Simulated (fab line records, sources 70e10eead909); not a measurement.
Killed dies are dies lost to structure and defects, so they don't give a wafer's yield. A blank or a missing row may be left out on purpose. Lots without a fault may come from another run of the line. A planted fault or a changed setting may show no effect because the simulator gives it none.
fab line records | flow nand_harc
record lots=5 wafers=14 last_day=24
route steps=1159 shown A_CHANNEL_HOLE_D1@471 END@1159
lots that met no fault: from a run of the same line without faults
start_h: hours from the record's first day to the start of the lot's first wafer shown | wait_h: hours since the lot's step before | " the same as in the row above | L1.1+2: a row that stands for several wafers | - no value, or no start given | * or withheld: withheld | < > ~ a bound
route shown NAME@n: a module of which the file shows steps, and the number in the route of the first | usual: mean/standard deviation of fault-free wafers | same: alike in all rows | chamber/n: place in a boat | sites: the reading at each site | _std_site: their standard deviation | _edge_site: outer sites' mean less inner sites' | radius_mm: how far each site lies from the wafer's centre | mask NAME#n: copy n | behind: the tool/chamber that last shaped the wafer | hold: why the lot was held/for how many hours/how that ended | device: the transistor (n, p or np) that didn't switch | end of line: the same wafers' tests at the end of the route | a step without rows: its recipe alone | killed: dies lost to structure and defects at the first sort, not the wafer's yield | map: a wafer's dies, x killed, . not, _ none there
set.NAME: the setting as run; set.NAME@STEP: as run at that earlier step | model.NAME: the simulator's own value behind a step, which no gauge read
lots at some steps of the route; a table a step, a row a wafer
services: from which hour (start_h, from the record's first day; less than 0 if before it) a tool's chamber was out of use, for how many hours, and why
## steps
# step NHARC_A_CHANNEL_HOLE_D1_ETCH_19
# recipe bias_v=1200 source_w=2500 pressure_mtorr=15 time_s=34.5 ar_flow_sccm=375 c4f8_flow_sccm=28.8 o2_flow_sccm=96.2 temp_c=-20 target_depth_a=* chemistry=C4F8/O2/Ar
# usual drypump_motor_current_A=5.8/0.39 run_length_s=35.7/0.45 showerhead_plenum_p_Torr=3.74/0.12 throttle_valve_pct=37.038/0.0082
# columns lot.wafer tool chamber start_h wait_h drypump_motor_current_A rf_hours_counter_h run_length_s showerhead_plenum_p_Torr throttle_valve_pct
L794.2 har_etch-01 0 198.43 0.1 5.4 202 35.5 3.87 37.060
L794.4 " 0 " " 5.4 - 35.2 3.87 37.039
L794.5 " 1 " " 5.2 - 35.9 3.65 37.036
L801.2 har_etch-01 1 228.05 0.1 5.2 213 36.0 3.64 37.043
L801.3 " 1 " " 5.2 - 36.2 3.64 37.051
L806.2 har_etch-01 0 271.03 0.1 5.4 229 35.5 3.85 37.038
L806.4 " 1 " " 5.2 - 36.5 3.63 37.038
L806.5 " 0 " " 5.4 - 35.6 3.85 37.046
L811.2 har_etch-01 1 303.43 0.1 5.2 244 36.0 3.62 37.038
L811.1 " 0 " " 5.5 244 35.3 3.84 37.037
L811.6 " 0 " " 5.4 - 35.6 3.84 37.021
L814.2 har_etch-02 0 312.79 0.1 6.0 158 35.8 3.84 37.036
L814.4 " 1 " " 6.2 - 35.1 3.60 37.035
L814.3 " 0 " " 6.0 - 35.7 3.84 37.039
# step NHARC_A_CHANNEL_HOLE_D1_ETCH_20
# recipe bias_v=3000 source_w=withheld pressure_mtorr=20 time_s=361.9 ar_flow_sccm=375 c4f8_flow_sccm=89.3 o2_flow_sccm=35.7 temp_c=-20 target_depth_a=16000 chemistry=C4F8/O2/Ar
# usual drypump_motor_current_A=5.8/0.39 run_length_s=346.9/0 showerhead_plenum_p_Torr=3.70/0.11 throttle_valve_pct=32.155/0.011
# columns lot.wafer tool chamber start_h wait_h drypump_motor_current_A rf_hours_counter_h run_length_s showerhead_plenum_p_Torr throttle_valve_pct
L794.2 har_etch-01 0 198.54 0.1 5.4 202 346.9 3.82 32.160
L794.4 " 0 " " 5.4 - 346.9 3.82 32.141
L794.5 " 1 " " 5.2 - 346.9 3.61 32.161
L801.2 har_etch-01 1 228.19 0.1 5.2 213 346.9 3.60 32.152
L801.3 " 1 " " 5.2 - 346.9 3.60 32.157
L806.2 har_etch-01 0 271.14 0.1 5.4 229 346.9 3.80 32.154
L806.4 " 1 " " 5.2 - 346.9 3.59 32.158
L806.5 " 0 " " 5.4 - 346.9 3.80 32.131
L811.2 har_etch-01 1 303.55 0.1 5.2 244 346.9 3.59 32.158
L811.1 " 0 " " 5.4 244 346.9 3.79 32.155
L811.6 " 0 " " 5.4 - 346.9 3.80 32.169
L814.2 har_etch-02 0 312.94 0.1 6.0 158 346.9 3.79 32.159
L814.4 " 1 " " 6.2 - 346.9 3.56 32.155
L814.3 " 0 " " 6.0 - 346.9 3.79 32.157
# step NHARC_A_CHANNEL_HOLE_D1_ETCH_21
# recipe bias_v=3000 source_w=withheld pressure_mtorr=20 time_s=514.3 ar_flow_sccm=375 c4f8_flow_sccm=89.3 o2_flow_sccm=35.7 temp_c=-20 target_depth_a=16000 chemistry=C4F8/O2/Ar
# step NHARC_A_CHANNEL_HOLE_D1_ETCH_22
# recipe bias_v=3000 source_w=withheld pressure_mtorr=20 time_s=666.7 ar_flow_sccm=375 c4f8_flow_sccm=89.3 o2_flow_sccm=35.7 temp_c=-20 target_depth_a=16000 chemistry=C4F8/O2/Ar
# step NHARC_A_CHANNEL_HOLE_D1_ETCH_23
# recipe bias_v=5000 source_w=withheld pressure_mtorr=20 time_s=819 ar_flow_sccm=375 c4f8_flow_sccm=89.3 o2_flow_sccm=35.7 temp_c=-20 target_depth_a=16000 chemistry=C4F8/O2/Ar
# usual drypump_motor_current_A=5.8/0.4 run_length_s=804/0 showerhead_plenum_p_Torr=3.70/0.11 throttle_valve_pct=32.155/0.0086
# columns lot.wafer tool chamber start_h wait_h drypump_motor_current_A rf_hours_counter_h run_length_s showerhead_plenum_p_Torr throttle_valve_pct
L794.2 har_etch-01 0 199.86 0.5 5.4 204 804 3.82 32.136
L794.4 " 0 " " 5.4 - 804 3.82 32.165
L794.5 " 1 " " 5.2 - 804 3.61 32.152
L801.2 har_etch-01 1 229.57 0.5 5.2 215 804 3.60 32.153
L801.3 " 1 " " 5.2 - 804 3.60 32.140
L806.2 har_etch-01 0 272.46 0.5 5.4 231 804 3.80 32.149
L806.4 " 1 " " 5.2 - 804 3.59 32.155
L806.5 " 0 " " 5.4 - 804 3.80 32.165
L811.2 har_etch-01 1 304.87 0.5 5.2 246 804 3.58 32.150
L811.1 " 0 " " 5.4 246 804 3.79 32.157
L811.6 " 0 " " 5.4 - 804 3.79 32.162
L814.2 har_etch-02 0 314.32 0.5 6.0 159 804 3.79 32.148
L814.4 " 1 " " 6.2 - 804 3.56 32.133
L814.3 " 0 " " 6.0 - 804 3.79 32.143
# step NHARC_A_CHANNEL_HOLE_D1_ETCH_24
# recipe bias_v=5000 source_w=withheld pressure_mtorr=20 time_s=906.2 ar_flow_sccm=375 c4f8_flow_sccm=93.8 o2_flow_sccm=31.2 temp_c=-20 target_depth_a=15000 chemistry=C4F8/O2/Ar
# step NHARC_A_CHANNEL_HOLE_D1_ETCH_25
# recipe bias_v=5000 source_w=withheld pressure_mtorr=20 time_s=1040.2 ar_flow_sccm=375 c4f8_flow_sccm=93.8 o2_flow_sccm=31.2 temp_c=-20 target_depth_a=15000 chemistry=C4F8/O2/Ar
# step NHARC_A_CHANNEL_HOLE_D1_ETCH_26
# recipe bias_v=300 source_w=2000 pressure_mtorr=30 time_s=224.1 ar_flow_sccm=375 c4f8_flow_sccm=11.4 o2_flow_sccm=113.6 temp_c=-20 target_depth_a=3000 chemistry=C4F8/O2/Ar
# usual drypump_motor_current_A=5.8/0.39 run_length_s=209.1/0 showerhead_plenum_p_Torr=3.74/0.12 throttle_valve_pct=24.584/0.0099
# columns lot.wafer tool chamber start_h wait_h drypump_motor_current_A rf_hours_counter_h run_length_s showerhead_plenum_p_Torr throttle_valve_pct
L794.2 har_etch-01 0 202.19 0.7 5.4 206 209.1 3.87 24.606
L794.4 " 0 " " 5.4 - 209.1 3.87 24.579
L794.5 " 1 " " 5.2 - 209.1 3.65 24.583
L801.2 har_etch-01 1 231.83 0.6 5.2 217 209.1 3.64 24.596
L801.3 " 1 " " 5.2 - 209.1 3.64 24.592
L806.2 har_etch-01 0 274.82 0.7 5.4 233 209.1 3.85 24.588
L806.4 " 1 " " 5.2 - 209.1 3.63 24.565
L806.5 " 0 " " 5.4 - 209.1 3.85 24.594
L811.2 har_etch-01 1 307.20 0.7 5.2 248 209.1 3.62 24.573
L811.1 " 0 " " 5.4 248 209.1 3.84 24.591
L811.6 " 0 " " 5.4 - 209.1 3.84 24.586
L814.2 har_etch-02 0 316.59 0.6 6.0 161 209.1 3.84 24.592
L814.4 " 1 " " 6.2 - 209.1 3.60 24.591
L814.3 " 0 " " 6.0 - 209.1 3.84 24.570
# step NHARC_A_CHANNEL_HOLE_D1_ETCH_33
# recipe bias_v=400 source_w=2000 pressure_mtorr=25 time_s=90 ar_flow_sccm=375 c4f8_flow_sccm=41.7 o2_flow_sccm=83.3 temp_c=-20 target_depth_a=4000 chemistry=C4F8/O2/Ar
# usual drypump_motor_current_A=5.8/0.4 run_length_s=121.3/0.48 showerhead_plenum_p_Torr=3.74/0.11 throttle_valve_pct=27.618/0.0096
# columns lot.wafer tool chamber start_h wait_h drypump_motor_current_A rf_hours_counter_h run_length_s showerhead_plenum_p_Torr throttle_valve_pct
L794.2 har_etch-01 0 202.39 0.2 5.4 206 121.1 3.86 27.617
L794.4 " 0 " " 5.4 - 120.9 3.86 27.609
L794.5 " 1 " " 5.2 - 121.7 3.64 27.620
L801.2 har_etch-01 1 232.02 0.2 5.2 217 122.1 3.64 27.617
L801.3 " 1 " " 5.2 - 121.6 3.64 27.612
L806.2 har_etch-01 0 275.01 0.2 5.4 233 121.5 3.84 27.601
L806.4 " 1 " " 5.2 - 121.8 3.63 27.624
L806.5 " 0 " " 5.4 - 121.2 3.85 27.604
L811.2 har_etch-01 1 307.39 0.2 5.2 248 121.9 3.62 27.613
L811.1 " 0 " " 5.4 248 120.9 3.84 27.609
L811.6 " 0 " " 5.4 - 121.3 3.84 27.634
L814.2 har_etch-02 0 316.78 0.2 6.0 161 121.4 3.83 27.606
L814.4 " 1 " " 6.2 - 120.6 3.60 27.607
L814.3 " 0 " " 6.0 - 121.7 3.83 27.608
# step NHARC_A_CHANNEL_HOLE_D1_STRIP_41
# recipe n2_flow_sccm=150 h2_flow_sccm=150 ar_flow_sccm=0 bias_w=0 chemistry=N2/H2
# step NHARC_A_CHANNEL_HOLE_D1_STRIP_42
# recipe cf4_flow_sccm=100 chf3_flow_sccm=30 ar_flow_sccm=0 bias_w=0 chemistry=CF4/CHF3
# step NHARC_A_CHANNEL_HOLE_D1_STRIP_43
# recipe o2_flow_sccm=400 cos_flow_sccm=20 ar_flow_sccm=0 bias_w=0 chemistry=O2/COS
# step NHARC_A_CHANNEL_HOLE_D1_ETCH_44
# recipe target_depth_a=1400 overetch_a=140 time_s=77 ion_energy_ev=100 cf4_flow_sccm=80 o2_flow_sccm=20 ar_flow_sccm=0 rf_w=300 bias_w=100 chemistry=CF4/O2
# usual drypump_motor_current_A=5.7/0.44 oes_product_au=0.996/0.0093 rf_vpp_V=197.8/1.4 run_length_s=98.2/0.33 showerhead_plenum_p_Torr=1.33/0.055 throttle_valve_pct=13.399/0.0084
# columns lot.wafer tool chamber start_h wait_h drypump_motor_current_A oes_product_au rf_hours_counter_h rf_vpp_V run_length_s showerhead_plenum_p_Torr throttle_valve_pct
L794.4 rie_diel-10 2 203.47 0.4 5.3 1.001 1 198.0 97.8 1.36 13.392
L794.2 " 3 " " 6.0 1.002 2 196.9 98.0 1.34 13.382
L794.5 " 2 " " 5.3 1.003 - 199.5 98.2 1.36 13.394
L801.3 rie_diel-10 2 232.76 0.1 5.3 0.994 4 197.8 89.5 1.36 13.391
L801.2 " 1 " " 5.9 0.990 4 196.8 89.2 1.26 13.404
L806.2 rie_diel-05 3 275.76 0.0 5.1 1.004 5 199.1 98.2 1.41 13.393
L806.4 " 1 " " 5.3 1.004 5 197.8 97.9 1.28 13.400
L806.5 " 0 " " 5.5 0.992 - 197.7 98.8 1.37 13.405
L811.2 rie_diel-07 3 308.15 0.1 6.3 0.998 6 195.9 98.2 1.27 13.407
L811.1 " 0 " " 5.1 0.987 6 197.8 98.8 1.33 13.397
L811.6 " 0 " " 5.1 1.004 - 198.8 98.4 1.33 13.401
L814.4 rie_diel-05 0 317.49 0.1 5.5 1.004 8 198.7 98.9 1.37 13.396
L814.2 " 1 " " 5.3 1.016 8 195.9 97.8 1.28 13.396
L814.3 " 3 " " 5.1 1.000 8 199.5 98.0 1.41 13.411
# step NHARC_A_CHANNEL_HOLE_D1_STRIP_27
# recipe o2_flow_sccm=500 ar_flow_sccm=0 bias_w=0 chemistry=O2
# step NHARC_END_SORT_01
# recipe temp_c=25
# usual killed_at_array=28/8.6 killed_at_other=0.7/1.2 killed_at_periphery=3.1/2.3 killed_dies=32/8.7 killed_open=3.2/1.7 killed_short=2.0/1.5
# same gross_dies=677
# columns lot.wafer tool chamber start_h wait_h killed_at_array killed_at_other killed_at_periphery killed_dies killed_open killed_short
L801.2 prober-01 0 501.51 2.8 645 0 3 648 3 2
L801.3 prober-01 0 502.31 3.1 622 1 2 625 2 2
L811.1 prober-01 0 570.58 2.5 25 0 3 28 2 1
L811.2 prober-01 0 571.39 2.8 31 0 1 32 4 1
L811.6 prober-01 0 574.60 4.0 33 0 1 34 4 1
# killed by level:class
L801.2 A_CHANNEL_HOLE_D1:area_etch=627 A_CHANNEL_HOLE_D1:chamber_film_flake=11 P_M0:geometric_particle:open=1 A_ONON_D1:geometric_particle:open=1 A_SLIT:geometric_particle:short=1 A_CONTACT:geometric_particle:short=1 A_CONTACT:geometric_particle:open=1 P_STI:chamber_film_flake=1
L801.3 A_CHANNEL_HOLE_D1:area_etch=598 A_CHANNEL_HOLE_D1:chamber_film_flake=16 A_ZERO_WELL:chamber_film_flake=2 A_SOURCE_PLATE:geometric_particle:open=1 A_SGD_CUT:geometric_particle:short=1 A_WL_FILL:geometric_particle:short=1 A_CONTACT:geometric_particle:open=1 P_STI:chamber_film_flake=1
L811.1 A_CHANNEL_HOLE_D1:chamber_film_flake=20 A_STAIRCASE:chamber_film_flake=2 P_CONTACT:geometric_particle:open=1 P_M1:geometric_particle:short=1 A_SGD_CUT:geometric_particle:open=1 P_M2:chamber_film_flake=1 A_ZERO_WELL:chamber_film_flake=1 A_SGD_CUT:chamber_film_flake=1
L811.2 A_CHANNEL_HOLE_D1:chamber_film_flake=24 A_STAIRCASE:chamber_film_flake=2 P_GATE:geometric_particle:open=1 A_SOURCE_PLATE:geometric_particle:open=1 A_CHANNEL_FILL_D1:geometric_particle:short=1 A_SGD_CUT:geometric_particle:open=1 A_CONTACT:geometric_particle:open=1 A_CONTACT:chamber_film_flake=1
L811.6 A_CHANNEL_HOLE_D1:chamber_film_flake=27 A_WL_FILL:geometric_particle:open=2 A_STAIRCASE:chamber_film_flake=2 P_M1:geometric_particle:open=1 A_CHANNEL_HOLE_D1:geometric_particle:open=1 A_WL_FILL:geometric_particle:short=1
# map L801.2 (x killed, . not)
____________.____________
_________xx.xxx._________
_______x.xxxxxxxx._______
______xxxxxxxxxx...______
_____xxxxxxxxxxxxxxx_____
____.xxxxx.xxxxxxxxxx____
____.xxxxxxxxxxxxxxx.____
___xxxxxxxxxxxxxxxxxxx___
___xxxxxxxxxxxxxxxxxxx___
__xxxxxxxxxxxxxxxxxxxxx__
__xxxxxxxxxxxxxxxxxxxx.__
_xxxxxxxxxxxxxxxxxxxxxxx_
_x.xxxxxxxxxxxxxxxxxxx.._
_xxxxxxxxxxxxxxxxxxxxxx._
_xxxxxxxxxxxxxxxxxxxxxxx_
_xxxxxxxxxxxxxxxxxxxxxxx_
xxxxxxxxxxxxxxxxxxxxxxxx.
xxxxxxxxxxxxxxxxxxxxxxxxx
.xxxxxxxxxxxxxxxxxxxxxx.x
xxxxxxxxxxxxxxxxxxxxxxxxx
xxxxxxxxxxxxxxxxxxxxxxxx.
_xxxxxxxxxxxxxxxxxxxxxxx_
_xxxxxxxxxxxxxxxxxxxx.xx_
_xxxxxxxxxxxxxxxxxxxxxxx_
_xxxxxxxxxxxxxxxxxxxxx.x_
_xxxxxxxxxxxxxxxxxxxxxxx_
__xxxxxxxxxxxxxxxxxxxxx__
__xxxxxxxxxxxxxxxxxxxxx__
___xxxxxxxxxxxxxxxxxx.___
___xx.xxxxxxxxxxxxxxxx___
____xxxxxxxxxxxxxxxxx____
____.xxxxxxxxxxxxxx.x____
_____xxxxxxxxxxxxxxx_____
______xxxxxxxxxxxxx______
_______xxxxxxx.xxx_______
_________.xxxxxx_________
____________x____________
# map L794.4 (x killed, . not)
____________.____________
_________......._________
_______..........._______
______.............______
_____..............._____
____.................____
____.................____
___...................___
___................x..___
__...........x.........__
__......x..............__
_......................._
_.................x....._
_......................._
_............x.....x...._
_......................._
..............x..x.......
.............x....x......
.............x.....xx....
...............x..xx.....
..................x.xx...
_.................x....._
_................x......_
_....................x.._
_......................._
_........x.............._
__.....................__
__........x.x..........__
___......x.x..........___
___......xx..x........___
____....xxxx.........____
____....xx.x.........____
_____..............._____
______.............______
_______......x...._______
_________......._________
____________.____________
## services
# columns tool chamber start_h hours kind
rie_diel-10 - 176.50 9.0 pm
rie_diel-07 0 189.71 6.5 repair
rie_diel-05 0 197.23 - clean
rie_diel-05 1 197.23 - clean
rie_diel-05 2 197.23 - clean
rie_diel-05 3 197.23 - clean
rie_diel-05 - 201.79 34.4 repair
rie_diel-10 3 206.26 4.2 repair
rie_diel-10 3 216.83 24.6 repair
rie_diel-07 - 228.21 9.0 pm
rie_diel-10 0 232.81 11.0 repair
rie_diel-05 0 245.73 - clean
rie_diel-05 1 245.73 - clean
rie_diel-05 2 245.73 - clean
rie_diel-05 3 245.73 - clean
rie_diel-10 0 267.78 12.2 repair
rie_diel-05 0 270.27 - clean
rie_diel-05 1 270.27 - clean
rie_diel-05 2 270.27 - clean
rie_diel-05 3 270.27 - clean
rie_diel-05 0 294.77 - clean
har_etch-01 - 307.58 17.0 pm
har_etch-01 0 307.58 17.0 vent_cycle
har_etch-01 1 307.58 17.0 vent_cycle
## key
first_sign step=NHARC_A_CHANNEL_HOLE_D1_ETCH_44 reading=run_length_s direction=down sigmas=27 usual=* struck=*
effect step=NHARC_END_SORT_01 reading=killed_at_array direction=up sigmas=71 usual=28 struck=634
more_kills_born_at NHARC_A_CHANNEL_HOLE_D1_ETCH_44@rie_diel-10=1225
met_at NHARC_A_CHANNEL_HOLE_D1_ETCH_44
struck_wafers L801.2,L801.3
later_rows_left_out L801.2,L801.3
tester_left_out L801
onset_between 203.47 232.76
fault kind=process_parameter_drift tool=rie_diel-10 chamber=- onset_h=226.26 steps=NHARC_A_CHANNEL_HOLE_D1_ETCH_44 channel=time_s offset=* shape=step end_h=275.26 scope=struck_wafers_only acts_in=* stated=*
# tester_left_out: of these lots the tester's yield and bins aren't shown, on N5 and GAA mostly nor the transistor test; their killed dies are dies lost to structure and defects alone, not to doping, threshold or leakage, so they don't give the yield
# later_rows_left_out: the simulator's readings of these wafers behind a module that went badly wrong aren't trusted and aren't shown, but for the sort
